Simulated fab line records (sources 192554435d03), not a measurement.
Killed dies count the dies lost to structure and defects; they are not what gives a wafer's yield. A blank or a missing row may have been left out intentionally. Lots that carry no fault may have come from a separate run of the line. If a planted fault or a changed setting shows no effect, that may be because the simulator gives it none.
fab line records	flow n5-finfet
record lots=24	wafers=72	last-day=19
route steps=1938 shown SD_EPI_N@277 SD_EPI_P@322 HKMG_FIN@388
lots untouched by any fault: they come from a run of this same line in which no faults occurred
start-h: hours from the record's opening day to when the first of the lot's shown wafers began	wait-h: how many hours have passed since the lot's step before this one	" repeats the value in the row above	L1.1+2: a single row standing in for several wafers	- value missing, or start not given	* or withheld: withheld	< > ~ a bound
route shown NAME@n: NAME is a module with steps in the file, n the number in the route of the first one	usual: mean/standard deviation taken from wafers without a fault	same: alike in all rows	chamber/n: place in a boat	sites: the reading at each site	_std_site: the standard deviation of these	_edge_site: inner sites' mean taken away from outer sites' mean	radius-mm: how far each site lies from the wafer's centre	mask NAME#n: copy n	behind: the tool/chamber that last shaped the wafer	hold: reason for holding the lot/hours on hold/outcome of the hold	device: the transistor (n, p or np) that didn't switch	end of line: the tests these same wafers got at the end of their route	where a step has no rows: the recipe by itself	killed: the dies lost at the first sort to structure and to defects; this is not the yield of the wafer	map: a wafer's dies, marking killed ones x, the rest . and places with no die _
set.NAME: the setting as run; set.NAME@STEP: as run at that earlier step	model.NAME: the simulator's own value behind a step, which no gauge read
steps of the route over a sample of lots; a table a step, a row a wafer
services: when a tool's chamber went out of use (start-h, in hours from the record's first day, below 0 if earlier), for how many hours, and the reason
## steps
# step N5_SD_EPI_N_ETCHBACK_44
# recipe chemistry=CH3F/O2	mode=anisotropic-etchback	target=SiNx	target-depth-a=145	stop-on=SiO2	over-etch-frac=0.3	ion-energy-ev=120	pressure-mtorr=30	source-w=395	bias-w=73	Ar_flow_sccm=150	CH3F_flow_sccm=30	O2_flow_sccm=20
# usual drypump-motor-current-A=5.6/0.53	oes-product-au=0.67/0.068	rf-vpp-V=293/7.8	showerhead-plenum-p-Torr=2.02/0.048	throttle-valve-pct=16.29/0.28
lot.wafer	tool	chamber	start-h	wait-h	drypump-motor-current-A	oes-product-au	rf-hours-counter-h	rf-vpp-V	showerhead-plenum-p-Torr	throttle-valve-pct
L074.1	rie-diel-02	2	53.47	0.0	5.1	0.64	151	294	2.09	16.43
L074.5	"	0	"	"	6.2	0.63	-	306	2.08	16.72
L074.6	"	3	"	"	5.3	0.60	-	284	2.06	16.67
L075.2	rie-diel-05	3	59.44	0.0	5.6	0.62	196	301	2.06	16.32
L075.5	"	1	"	"	4.9	0.63	-	292	2.03	16.23
L075.6	"	2	"	"	5.9	0.80	-	282	1.97	16.06
L076.4	rie-diel-06	0	69.24	0.1	5.3	0.66	-	288	2.09	16.52
L076.5	"	1	"	"	6.4	0.75	-	298	2.04	15.81
L076.6	"	2	"	"	5.4	0.61	-	303	2.04	16.46
L077.1	rie-diel-05	1	74.44	0.0	4.9	0.63	150	292	2.03	16.25
L077.3	"	2	"	"	5.9	0.78	21	280	1.97	16.07
L077.6	"	3	"	"	5.6	0.62	-	299	2.06	16.33
L078.4	rie-diel-05	2	77.09	0.0	5.9	0.78	23	281	1.97	16.07
L078.5	"	1	"	"	4.9	0.63	-	290	2.03	16.24
L078.6	"	0	"	"	6.3	0.70	-	284	1.94	16.25
L079.1	rie-diel-05	0	80.06	0.0	6.3	0.70	86	287	1.94	16.23
L079.3	"	1	"	"	4.9	0.63	153	291	2.02	16.24
L079.4	"	3	"	"	5.6	0.62	204	300	2.06	16.33
L080.3	rie-diel-05	1	84.93	0.0	4.9	0.63	153	291	2.03	16.24
L080.4	"	3	"	"	5.6	0.62	205	301	2.06	16.35
L080.5	"	3	"	"	5.6	0.62	-	300	2.06	16.33
L081.2	rie-diel-05	0	90.47	0.0	6.3	0.71	88	286	1.94	16.25
L081.3	"	2	"	"	5.9	0.78	26	282	1.97	16.10
L081.5	"	3	"	"	5.6	0.62	-	301	2.06	16.34
L082.2	rie-diel-06	3	96.24	0.0	4.8	0.83	3	302	1.96	15.75
L082.3	"	1	"	"	6.5	0.73	48	299	2.03	15.82
L082.6	"	3	"	"	4.8	0.83	-	302	1.96	15.75
L083.3	rie-diel-05	1	104.79	0.0	4.9	0.63	160	293	2.02	16.26
L083.4	"	2	"	"	5.9	0.76	31	281	1.96	16.10
L083.5	"	2	"	"	5.9	0.76	-	281	1.96	16.12
L084.1	rie-diel-05	0	111.30	0.0	6.3	0.70	96	287	1.94	16.27
L084.4	"	1	"	"	4.9	0.62	162	291	2.02	16.26
L084.6	"	3	"	"	5.6	0.62	-	298	2.05	16.35
L085.1	rie-diel-06	1	119.91	0.0	6.5	0.72	56	298	2.03	15.83
L085.4	"	3	"	"	4.8	0.81	12	302	1.96	15.75
L085.6	"	3	"	"	4.8	0.80	-	300	1.96	15.76
L086.1	rie-diel-05	1	125.57	0.0	4.9	0.62	165	291	2.02	16.29
L086.2	"	0	"	"	6.3	0.69	99	286	1.94	16.23
L086.3	"	2	"	"	5.9	0.75	37	281	1.96	16.11
L087.1	rie-diel-02	1	129.17	0.0	5.8	0.67	118	296	2.02	16.58
L087.2	"	3	"	"	5.3	0.59	233	284	2.05	16.71
L087.4	"	0	"	"	6.2	0.61	202	306	2.07	16.76
L088.1	rie-diel-06	2	135.27	0.0	5.4	0.60	247	301	2.03	16.50
L088.3	"	1	"	"	6.4	0.72	60	297	2.03	15.85
L088.5	"	3	"	"	4.8	0.79	-	302	1.96	15.77
L089.2	rie-diel-02	3	140.48	0.0	5.3	0.59	237	283	2.05	16.72
L089.3	"	0	"	"	6.1	0.61	206	305	2.07	16.78
L089.6	"	0	"	"	6.2	0.61	-	305	2.07	16.78
L090.1	rie-diel-02	2	144.18	0.0	5.1	0.62	182	295	2.08	16.50
L090.2	"	0	"	"	6.1	0.61	207	305	2.07	16.78
L090.6	"	0	"	"	6.1	0.61	-	306	2.07	16.81
L091.2	rie-diel-05	3	149.98	0.0	5.6	0.60	225	299	2.05	16.39
L091.3	"	0	"	"	6.3	0.69	107	288	1.94	16.27
L091.4	"	1	"	"	5.0	0.61	174	291	2.02	16.30
L092.2	rie-diel-05	1	157.04	0.0	4.9	0.62	175	292	2.02	16.28
L092.4	"	3	"	"	5.6	0.61	227	299	2.05	16.40
L092.6	"	2	"	"	5.9	0.74	-	281	1.96	16.12
L093.1	rie-diel-05	1	163.61	0.0	4.9	0.61	179	291	2.02	16.29
L093.5	"	3	"	"	5.6	0.60	-	300	2.05	16.39
L093.6	"	0	"	"	6.3	0.68	-	286	1.94	16.28
L094.2	rie-diel-06	0	170.09	0.0	5.3	0.64	176	286	2.08	16.60
L094.3	"	1	"	"	6.5	0.71	74	297	2.03	15.87
L094.5	"	1	"	"	6.4	0.71	-	297	2.03	15.87
L095.1	rie-diel-06	3	177.18	0.0	4.8	0.76	33	302	1.95	15.79
L095.2	"	1	"	"	6.4	0.70	75	298	2.03	15.89
L095.4	"	3	"	"	4.8	0.76	-	301	1.95	15.77
L096.1	rie-diel-02	2	181.67	0.0	5.1	0.61	197	293	2.07	16.50
L096.3	"	1	"	"	5.7	0.65	137	298	2.01	16.63
L096.5	"	1	"	"	5.7	0.66	-	297	2.01	16.63
L097.1	rie-diel-06	2	187.62	0.0	5.4	0.81	6	302	2.03	16.14
L097.4	"	1	"	"	6.5	0.70	80	297	2.02	15.89
L097.5	"	1	"	"	6.4	0.69	-	298	2.02	15.90
# step N5_SD_EPI_N_STRIP_38
# recipe chemistry=N2/H2	power-w=1000	temp-c=250	h2-frac=0.65	overash-fraction=0.3	pressure-mtorr=withheld	n2-flow-sccm=1750	h2-flow-sccm=3250
# usual drypump-motor-current-A=5.6/0.36	heater-power-w=333/20	oes-product-au=0.762/0.011
lot.wafer	tool	chamber	start-h	wait-h	drypump-motor-current-A	heater-power-w	oes-product-au	rf-hours-counter-h
L074.1	plasma-asher-02	0	53.84	0.1	6.4	352	0.774	25
L074.5	"	1	"	"	5.6	368	0.762	-
L074.6	"	0	"	"	6.4	343	0.758	-
L075.2	plasma-asher-01	0	59.82	0.1	5.6	299	0.758	86
L075.5	"	0	"	"	5.6	313	0.778	-
L075.6	"	1	"	"	5.4	323	0.768	-
L076.4	plasma-asher-01	1	69.57	0.1	5.3	330	0.741	-
L076.5	"	0	"	"	5.6	306	0.768	-
L076.6	"	1	"	"	5.4	330	0.760	-
L077.1	plasma-asher-01	1	74.80	0.1	5.4	331	0.767	89
L077.3	"	0	"	"	5.6	312	0.771	-
L077.6	"	0	"	"	5.5	310	0.774	-
L078.4	plasma-asher-02	0	77.48	0.1	6.4	350	0.756	-
L078.5	"	0	"	"	6.4	339	0.770	-
L078.6	"	1	"	"	5.6	370	0.759	-
L079.1	plasma-asher-01	1	80.42	0.1	5.4	323	0.777	90
L079.3	"	0	"	"	5.6	305	0.760	-
L079.4	"	1	"	"	5.4	336	0.744	-
L080.3	plasma-asher-01	0	85.32	0.1	5.5	309	0.774	-
L080.4	"	1	"	"	5.3	326	0.745	-
L080.5	"	0	"	"	5.6	308	0.747	-
L081.2	plasma-asher-01	1	90.84	0.1	5.3	326	0.761	91
L081.3	"	0	"	"	5.5	315	0.760	-
L081.5	"	1	"	"	5.3	334	0.763	-
L082.2	plasma-asher-01	1	96.61	0.1	5.3	325	0.751	92
L082.3	"	0	"	"	5.6	312	0.764	-
L082.6	"	0	"	"	5.6	316	0.760	-
L083.3	plasma-asher-02	0	105.18	0.1	6.4	349	0.751	-
L083.4	"	1	"	"	5.6	374	0.748	-
L083.5	"	1	"	"	5.6	367	0.787	-
L084.1	plasma-asher-01	0	111.66	0.1	5.6	311	0.762	96
L084.4	"	0	"	"	5.5	317	0.758	-
L084.6	"	0	"	"	5.6	318	0.746	-
L085.1	plasma-asher-01	1	120.27	0.1	5.4	334	0.751	98
L085.4	"	1	"	"	5.3	332	0.758	-
L085.6	"	0	"	"	5.6	316	0.765	-
L086.1	plasma-asher-02	0	125.94	0.1	6.4	352	0.760	40
L086.2	"	1	"	"	5.5	376	0.780	40
L086.3	"	1	"	"	5.6	366	0.760	-
L087.1	plasma-asher-01	0	129.53	0.1	5.5	308	0.783	100
L087.2	"	1	"	"	5.4	335	0.755	100
L087.4	"	1	"	"	5.4	328	0.767	-
L088.1	plasma-asher-01	1	135.63	0.1	5.4	340	0.758	101
L088.3	"	0	"	"	5.5	322	0.738	-
L088.5	"	1	"	"	5.4	331	0.744	-
L089.2	plasma-asher-02	1	140.85	0.1	5.6	356	0.758	42
L089.3	"	1	"	"	5.6	366	0.762	-
L089.6	"	0	"	"	6.4	345	0.777	-
L090.1	plasma-asher-01	1	144.55	0.1	5.4	332	0.787	102
L090.2	"	0	"	"	5.6	313	0.742	102
L090.6	"	0	"	"	5.6	318	0.773	-
L091.2	plasma-asher-02	0	150.36	0.1	6.4	348	0.745	43
L091.3	"	0	"	"	6.4	342	0.767	-
L091.4	"	1	"	"	5.6	369	0.760	-
L092.2	plasma-asher-01	1	157.42	0.1	5.4	332	0.772	106
L092.4	"	0	"	"	5.5	311	0.779	-
L092.6	"	1	"	"	5.3	326	0.768	-
L093.1	plasma-asher-01	0	163.98	0.1	5.6	304	0.772	107
L093.5	"	1	"	"	5.3	334	0.767	-
L093.6	"	0	"	"	5.6	315	0.766	-
L094.2	plasma-asher-01	1	170.47	0.1	5.4	326	0.760	109
L094.3	"	1	"	"	5.3	335	0.760	-
L094.5	"	0	"	"	5.5	308	0.754	-
L095.1	plasma-asher-01	1	177.67	0.1	5.3	335	0.768	111
L095.2	"	0	"	"	5.5	318	0.767	111
L095.4	"	1	"	"	5.4	332	0.757	-
L096.1	plasma-asher-02	0	182.03	0.1	6.4	350	0.765	50
L096.3	"	1	"	"	5.6	369	0.760	-
L096.5	"	1	"	"	5.6	372	0.762	-
L097.1	plasma-asher-02	1	187.99	0.1	5.6	357	0.747	51
L097.4	"	0	"	"	6.4	340	0.772	-
L097.5	"	1	"	"	5.5	366	0.766	-
# step N5_SD_EPI_N_LINER_46
# recipe material=SiNx	target-thk-a=30	temp-c=400	ald-precursor-family=SiH2I2	ald-co-reactant=N2/H2-plasma	pressure-torr=2
# usual chamber-pressure-Torr=2.000/0.0045	heater-power-w=845/76
lot.wafer	tool	chamber	start-h	wait-h	chamber-pressure-Torr	heater-power-w
L074.1	ald-sin-02	2	57.64	0.3	1.999	786
L074.5	"	0	"	"	2.002	801
L074.6	"	1	"	"	2.002	859
L075.2	ald-sin-02	3	64.86	0.2	2.001	915
L075.5	"	0	"	"	2.004	831
L075.6	"	1	"	"	1.987	843
L076.4	ald-sin-02	2	72.57	0.2	2.006	790
L076.5	"	0	"	"	2.000	829
L076.6	"	3	"	"	1.992	923
L077.1	ald-sin-03	2	78.46	0.2	1.999	958
L077.3	"	0	"	"	2.002	979
L077.6	"	3	"	"	1.990	704
L078.4	ald-sin-02	3	80.39	0.1	1.995	922
L078.5	"	1	"	"	2.001	853
L078.6	"	2	"	"	2.005	798
L079.1	ald-sin-02	0	84.14	0.2	1.999	810
L079.3	"	3	"	"	2.003	936
L079.4	"	1	"	"	1.995	850
L080.3	ald-sin-01	1	88.61	0.5	1.997	829
L080.4	"	3	"	"	1.993	828
L080.5	"	0	"	"	2.002	811
L081.2	ald-sin-03	2	94.16	0.5	1.998	950
L081.3	"	0	"	"	2.004	1006
L081.5	"	2	"	"	1.998	930
L082.2	ald-sin-03	1	100.28	0.1	1.999	760
L082.3	"	2	"	"	2.003	963
L082.6	"	2	"	"	2.006	973
L083.3	ald-sin-01	1	108.81	0.1	2.007	807
L083.4	"	0	"	"	1.999	800
L083.5	"	1	"	"	2.004	829
L084.1	ald-sin-01	0	115.31	0.2	1.999	805
L084.4	"	3	"	"	1.998	823
L084.6	"	0	"	"	1.996	800
L085.1	ald-sin-01	2	124.62	0.9	2.005	884
L085.4	"	0	"	"	2.004	800
L085.6	"	2	"	"	2.001	919
L086.1	ald-sin-02	2	129.41	0.2	1.992	847
L086.2	"	3	"	"	2.005	958
L086.3	"	0	"	"	2.001	786
L087.1	ald-sin-02	0	132.45	0.2	1.994	813
L087.2	"	1	"	"	2.001	827
L087.4	"	2	"	"	2.002	845
L088.1	ald-sin-01	0	138.55	0.2	2.010	796
L088.3	"	3	"	"	2.008	806
L088.5	"	1	"	"	1.995	816
L089.2	ald-sin-03	1	143.85	0.2	2.000	808
L089.3	"	3	"	"	1.997	728
L089.6	"	2	"	"	2.002	965
L090.1	ald-sin-02	0	147.49	0.2	2.001	807
L090.2	"	2	"	"	2.000	848
L090.6	"	1	"	"	1.989	831
L091.2	ald-sin-02	2	153.29	0.1	1.998	856
L091.3	"	0	"	"	1.998	798
L091.4	"	1	"	"	1.994	839
L092.2	ald-sin-03	0	161.17	0.2	2.000	966
L092.4	"	3	"	"	2.000	702
L092.6	"	2	"	"	2.002	946
L093.1	ald-sin-02	3	167.63	0.2	2.002	939
L093.5	"	0	"	"	2.001	819
L093.6	"	1	"	"	2.000	832
L094.2	ald-sin-02	2	174.14	0.1	2.003	848
L094.3	"	0	"	"	1.995	774
L094.5	"	3	"	"	1.997	919
L095.1	ald-sin-03	3	180.66	0.2	2.005	712
L095.2	"	2	"	"	2.001	976
L095.4	"	1	"	"	1.996	798
L096.1	ald-sin-03	2	186.02	0.5	2.013	968
L096.3	"	0	"	"	1.998	982
L096.5	"	1	"	"	2.002	791
L097.1	ald-sin-01	0	191.04	0.3	2.003	806
L097.4	"	2	"	"	1.999	843
L097.5	"	3	"	"	2.002	812
# step N5_SD_EPI_P_EPI_MEAS_23
# recipe mode=xrd
# usual thk-nm=60.9/1.2
lot.wafer	tool	chamber	start-h	wait-h	thk-nm
L074.1	film-metro-02	-	62.33	1.8	59.4
L074.5	"	-	"	"	60.2
L074.6	"	-	"	"	61.3
L075.2	film-metro-02	-	69.15	1.5	60.5
L075.5	"	-	"	"	59.7
L075.6	"	-	"	"	58.6
L076.4	film-metro-02	-	76.85	0.8	61.3
L076.5	"	-	"	"	62.3
L076.6	"	-	"	"	63.9
L077.1	film-metro-02	-	82.61	1.8	59.9
L077.3	"	-	"	"	60.2
L077.6	"	-	"	"	60.3
L078.4	film-metro-02	-	84.68	0.8	61.4
L078.5	"	-	"	"	63.3
L078.6	"	-	"	"	60.4
L079.1	film-metro-02	-	89.28	2.5	60.8
L079.3	"	-	"	"	59.6
L079.4	"	-	"	"	59.5
L080.3	film-metro-02	-	92.89	1.1	60.8
L080.4	"	-	"	"	59.8
L080.5	"	-	"	"	60.7
L081.2	film-metro-02	-	98.44	1.5	60.5
L081.3	"	-	"	"	61.4
L081.5	"	-	"	"	63.3
L082.2	film-metro-02	-	104.56	1.5	60.9
L082.3	"	-	"	"	63.3
L082.6	"	-	"	"	60.6
L083.3	film-metro-02	-	113.17	1.1	61.3
L083.4	"	-	"	"	59.9
L083.5	"	-	"	"	62.5
L084.1	film-metro-02	-	119.59	1.8	61.2
L084.4	"	-	"	"	60.9
L084.6	"	-	"	"	60.1
L085.1	film-metro-01	-	129.88	2.4	62.2
L085.4	"	-	"	"	62.1
L085.6	"	-	"	"	59.3
L086.1	film-metro-02	-	133.71	1.8	63.5
L086.2	"	-	"	"	58.4
L086.3	"	-	"	"	61.8
L087.1	film-metro-01	-	137.57	2.4	62.0
L087.2	"	-	"	"	61.5
L087.4	"	-	"	"	61.7
L088.1	film-metro-02	-	143.68	2.4	59.3
L088.3	"	-	"	"	59.9
L088.5	"	-	"	"	62.3
L089.2	film-metro-02	-	148.92	2.0	60.9
L089.3	"	-	"	"	62.2
L089.6	"	-	"	"	61.0
L090.1	film-metro-01	-	151.99	1.8	59.9
L090.2	"	-	"	"	61.0
L090.6	"	-	"	"	62.0
L091.2	film-metro-02	-	158.29	2.0	60.7
L091.3	"	-	"	"	59.9
L091.4	"	-	"	"	60.2
L092.2	film-metro-02	-	166.17	2.0	62.2
L092.4	"	-	"	"	60.9
L092.6	"	-	"	"	60.5
L093.1	film-metro-01	-	172.75	2.4	60.5
L093.5	"	-	"	"	62.0
L093.6	"	-	"	"	60.1
L094.2	film-metro-01	-	179.28	2.0	61.1
L094.3	"	-	"	"	61.3
L094.5	"	-	"	"	59.9
L095.1	film-metro-01	-	184.95	1.8	60.5
L095.2	"	-	"	"	61.9
L095.4	"	-	"	"	61.0
L096.1	film-metro-01	-	190.30	1.8	61.8
L096.3	"	-	"	"	62.4
L096.5	"	-	"	"	60.1
L097.1	film-metro-02	-	195.32	1.8	61.9
L097.4	"	-	"	"	63.2
L097.5	"	-	"	"	62.6
# step N5_HKMG_FIN_ALD_74
# recipe material=La2O3	target-thk-a=5	temp-c=250	ald-precursor-family=La-Cp	ald-co-reactant=O3	pulse-time-s=6	co-reactant-pulse-time-s=1	purge-time-s=3	co-reactant-purge-time-s=3
# usual heater-power-w=352/26	precursor-pulse-height-rel=0.998/0.02
lot.wafer	tool	chamber	start-h	wait-h	heater-power-w	precursor-pulse-height-rel
L074.1	ald-hk-03	3	75.84	0.2	335	1.007
L074.5	"	1	"	"	369	1.019
L074.6	"	2	"	"	360	0.952
L075.2	ald-hk-02	3	82.07	0.2	344	1.011
L075.5	"	2	"	"	323	0.970
L075.6	"	3	"	"	335	1.017
L076.4	ald-hk-01	1	90.64	0.1	322	1.004
L076.5	"	1	"	"	327	1.009
L076.6	"	0	"	"	364	0.990
L077.1	ald-hk-02	3	97.60	0.2	344	1.008
L077.3	"	2	"	"	335	1.005
L077.6	"	2	"	"	326	0.991
L078.4	ald-hk-03	1	100.74	0.1	367	0.988
L078.5	"	2	"	"	361	0.950
L078.6	"	1	"	"	352	1.006
L079.1	ald-hk-01	0	102.44	0.2	362	1.035
L079.3	"	2	"	"	369	1.005
L079.4	"	1	"	"	333	0.972
L080.3	ald-hk-01	1	105.95	0.1	325	1.020
L080.4	"	0	"	"	357	1.024
L080.5	"	0	"	"	368	1.027
L081.2	ald-hk-01	2	111.99	0.2	363	0.993
L081.3	"	0	"	"	364	0.983
L081.5	"	1	"	"	331	0.984
L082.2	ald-hk-02	0	117.31	0.2	424	1.011
L082.3	"	2	"	"	328	1.015
L082.6	"	1	"	"	335	0.977
L083.3	ald-hk-01	1	126.07	0.1	332	1.004
L083.4	"	0	"	"	366	0.985
L083.5	"	1	"	"	330	0.978
L084.1	ald-hk-01	3	133.61	0.2	373	1.005
L084.4	"	2	"	"	370	0.981
L084.6	"	0	"	"	366	1.028
L085.1	ald-hk-02	0	144.43	0.2	427	0.966
L085.4	"	3	"	"	336	0.936
L085.6	"	2	"	"	324	0.980
L086.1	ald-hk-03	3	147.50	0.2	345	0.969
L086.2	"	1	"	"	358	0.992
L086.3	"	2	"	"	357	1.000
L087.1	ald-hk-01	2	150.96	0.2	361	1.007
L087.2	"	0	"	"	368	0.973
L087.4	"	3	"	"	375	1.006
L088.1	ald-hk-01	1	156.84	0.2	330	0.993
L088.3	"	2	"	"	365	1.023
L088.5	"	1	"	"	329	1.011
L089.2	ald-hk-02	3	161.69	0.2	344	1.014
L089.3	"	0	"	"	429	1.026
L089.6	"	2	"	"	319	0.980
L090.1	ald-hk-03	2	165.59	0.2	360	1.028
L090.2	"	3	"	"	345	1.035
L090.6	"	3	"	"	339	1.019
L091.2	ald-hk-03	0	171.56	0.2	313	1.019
L091.3	"	1	"	"	362	0.981
L091.4	"	3	"	"	339	1.003
L092.2	ald-hk-02	2	179.47	0.2	330	1.013
L092.4	"	1	"	"	332	1.000
L092.6	"	1	"	"	332	0.992
L093.1	ald-hk-03	2	185.47	0.2	366	0.973
L093.5	"	0	"	"	315	0.995
L093.6	"	1	"	"	369	1.012
L094.2	ald-hk-02	3	192.40	0.2	349	1.001
L094.3	"	0	"	"	429	0.994
L094.5	"	3	"	"	349	0.986
L095.1	ald-hk-03	1	199.30	0.2	360	1.008
L095.2	"	0	"	"	312	1.017
L095.4	"	2	"	"	358	1.021
L096.1	ald-hk-01	0	203.49	0.2	356	1.011
L096.3	"	1	"	"	327	1.000
L096.5	"	1	"	"	321	0.964
L097.1	ald-hk-01	2	210.09	0.3	376	1.001
L097.4	"	1	"	"	331	0.982
L097.5	"	2	"	"	361	1.023
# step N5_HKMG_FIN_DESCUM_53
# recipe chemistry=O2	time-s=7.9	source-power-w=50	bias-power-w=20	pressure-mtorr=20	rf-frequency-hz=2.712e+07	temp-c=40	resist=CAR-ArF	o2-flow-sccm=225
# usual drypump-motor-current-A=5.6/0.54	oes-product-au=0.78/0.083	rf-vpp-V=243.6/1.3	showerhead-plenum-p-Torr=2.12/0.059	throttle-valve-pct=20.4/0.35
lot.wafer	tool	chamber	start-h	wait-h	drypump-motor-current-A	oes-product-au	rf-hours-counter-h	rf-vpp-V	showerhead-plenum-p-Torr	throttle-valve-pct
L074.1	rie-diel-02	2	76.35	0.0	5.1	0.71	159	243.5	2.18	20.6
L074.5	"	0	"	"	6.1	0.72	-	244.7	2.19	20.9
L074.6	"	1	"	"	5.7	0.80	-	243.2	2.13	20.8
L075.2	rie-diel-05	2	82.70	0.0	5.9	0.90	24	242.8	2.06	20.2
L075.5	"	2	"	"	5.9	0.89	-	242.9	2.06	20.2
L075.6	"	3	"	"	5.6	0.70	-	242.1	2.18	20.5
L076.4	rie-diel-06	1	91.16	0.0	6.5	0.88	-	244.0	2.13	19.9
L076.5	"	0	"	"	5.3	0.76	-	243.4	2.15	20.4
L076.6	"	2	"	"	5.4	0.69	-	242.5	2.16	20.6
L077.1	rie-diel-02	0	98.23	0.0	6.1	0.72	189	245.6	2.19	20.9
L077.3	"	1	"	"	5.7	0.80	105	243.8	2.13	20.8
L077.6	"	1	"	"	5.7	0.80	-	243.7	2.13	20.8
L078.4	rie-diel-02	1	101.37	0.0	5.7	0.79	107	243.4	2.13	20.8
L078.5	"	2	"	"	5.1	0.72	-	243.8	2.18	20.6
L078.6	"	1	"	"	5.7	0.79	-	244.5	2.13	20.8
L079.1	rie-diel-05	2	103.07	0.0	5.9	0.89	30	242.5	2.05	20.2
L079.3	"	0	"	"	6.3	0.84	92	242.6	1.99	20.0
L079.4	"	3	"	"	5.6	0.72	211	243.6	2.17	20.5
L080.3	rie-diel-06	3	106.58	0.0	4.8	0.97	7	243.0	2.06	19.9
L080.4	"	0	"	"	5.4	0.76	152	244.9	2.15	20.4
L080.5	"	3	"	"	4.8	0.98	-	242.0	2.06	19.9
L081.2	rie-diel-05	1	112.50	0.0	4.9	0.73	163	242.6	2.09	20.1
L081.3	"	3	"	"	5.6	0.71	214	243.6	2.17	20.5
L081.5	"	3	"	"	5.6	0.71	-	243.4	2.17	20.6
L082.2	rie-diel-05	0	117.94	0.0	6.3	0.82	96	242.6	1.99	20.0
L082.3	"	1	"	"	4.9	0.73	163	242.6	2.09	20.1
L082.6	"	0	"	"	6.3	0.82	-	241.7	1.99	20.0
L083.3	rie-diel-06	2	126.63	0.1	5.4	0.69	244	245.3	2.16	20.6
L083.4	"	0	"	"	5.3	0.77	159	245.8	2.15	20.4
L083.5	"	2	"	"	5.4	0.68	-	244.9	2.16	20.6
L084.1	rie-diel-05	3	134.49	0.3	5.6	0.71	220	244.9	2.17	20.5
L084.4	"	1	"	"	4.9	0.72	168	242.7	2.09	20.2
L084.6	"	2	"	"	5.9	0.87	-	243.1	2.05	20.2
L085.1	rie-diel-02	2	144.94	0.0	5.1	0.71	182	244.9	2.17	20.6
L085.4	"	3	"	"	5.3	0.67	238	243.3	2.16	20.8
L085.6	"	1	"	"	5.7	0.77	-	242.5	2.13	20.8
L086.1	rie-diel-06	3	148.13	0.0	4.8	0.93	22	243.2	2.05	19.9
L086.2	"	1	"	"	6.4	0.86	65	243.1	2.13	20.0
L086.3	"	0	"	"	5.3	0.76	167	244.8	2.14	20.4
L087.1	rie-diel-06	1	151.59	0.0	6.5	0.85	66	242.6	2.12	20.0
L087.2	"	0	"	"	5.3	0.75	168	243.0	2.14	20.4
L087.4	"	3	"	"	4.8	0.92	-	241.6	2.05	19.9
L088.1	rie-diel-05	1	157.47	0.0	4.9	0.73	176	241.5	2.09	20.2
L088.3	"	2	"	"	5.9	0.86	48	242.1	2.05	20.2
L088.5	"	0	"	"	6.3	0.81	-	240.6	1.99	20.0
L089.2	rie-diel-02	3	162.19	0.0	5.3	0.67	244	243.7	2.16	20.9
L089.3	"	2	"	"	5.1	0.69	188	244.0	2.17	20.6
L089.6	"	1	"	"	5.8	0.77	-	242.1	2.12	20.8
L090.1	rie-diel-05	2	166.43	0.4	5.9	0.86	51	241.1	2.05	20.2
L090.2	"	0	"	"	6.3	0.81	113	240.7	1.99	20.1
L090.6	"	3	"	"	5.6	0.69	-	243.1	2.17	20.6
L091.2	rie-diel-02	1	172.24	0.1	5.8	0.77	132	242.5	2.12	20.8
L091.3	"	0	"	"	6.2	0.70	217	242.3	2.18	21.0
L091.4	"	3	"	"	5.3	0.67	248	243.5	2.16	20.9
L092.2	rie-diel-06	3	179.98	0.0	4.8	0.90	34	243.1	2.05	19.9
L092.4	"	3	"	"	4.8	0.90	-	242.5	2.05	19.9
L092.6	"	3	"	"	4.8	0.90	-	243.2	2.05	19.9
L093.1	rie-diel-06	0	185.98	0.0	5.3	0.76	178	244.8	2.14	20.4
L093.5	"	0	"	"	5.3	0.75	-	244.8	2.14	20.4
L093.6	"	3	"	"	4.8	0.90	-	242.3	2.05	19.9
L094.2	rie-diel-02	0	193.42	0.4	6.1	0.69	225	245.1	2.17	21.0
L094.3	"	1	"	"	5.7	0.77	142	245.3	2.12	20.8
L094.5	"	2	"	"	5.1	0.69	-	245.5	2.17	20.6
L095.1	rie-diel-05	3	199.94	0.0	5.6	0.69	242	243.1	2.16	20.6
L095.2	"	1	"	"	4.9	0.70	192	242.4	2.08	20.2
L095.4	"	0	"	"	6.3	0.80	125	242.0	1.98	20.1
L096.1	rie-diel-06	2	204.12	0.0	5.4	0.96	12	244.6	2.15	20.5
L096.3	"	0	"	"	5.3	0.75	184	244.5	2.14	20.4
L096.5	"	2	"	"	5.4	0.97	-	246.2	2.15	20.5
L097.1	rie-diel-02	3	210.60	0.0	5.3	0.96	5	244.2	2.16	20.7
L097.4	"	0	"	"	6.2	0.68	231	244.9	2.17	21.0
L097.5	"	2	"	"	5.1	0.68	-	246.4	2.17	20.6
## services
tool	chamber	start-h	hours	kind
rie-diel-05	3	39.99	7.1	repair
rie-diel-02	3	42.32	4.4	repair
rie-diel-06	-	46.53	2.8	pm
rie-diel-06	3	61.57	-	clean
rie-diel-06	3	61.57	-	consumable-replace:focus-ring
rie-diel-06	3	61.57	14.3	scheduled-down
rie-diel-06	3	61.57	14.3	vent-cycle
ald-sin-02	-	62.02	2.1	repair
ald-sin-01	-	62.04	2.5	repair
ald-sin-03	0	79.03	7.5	repair
ald-sin-02	-	85.49	14.0	pm
ald-hk-03	-	87.06	8.7	pm
rie-diel-06	3	89.22	5.0	repair
ald-sin-03	3	101.49	2.7	repair
ald-sin-01	-	112.61	0.8	repair
rie-diel-05	1	121.32	1.8	repair
plasma-asher-02	-	144.48	0.7	repair
rie-diel-06	2	144.60	-	clean
plasma-asher-02	-	170.78	1.3	repair
rie-diel-06	1	173.12	2.4	repair
rie-diel-06	0	174.16	8.3	repair
ald-sin-01	-	177.04	14.0	pm
ald-sin-02	-	191.13	14.6	pm
ald-hk-02	-	193.95	8.7	pm
## key
fault none
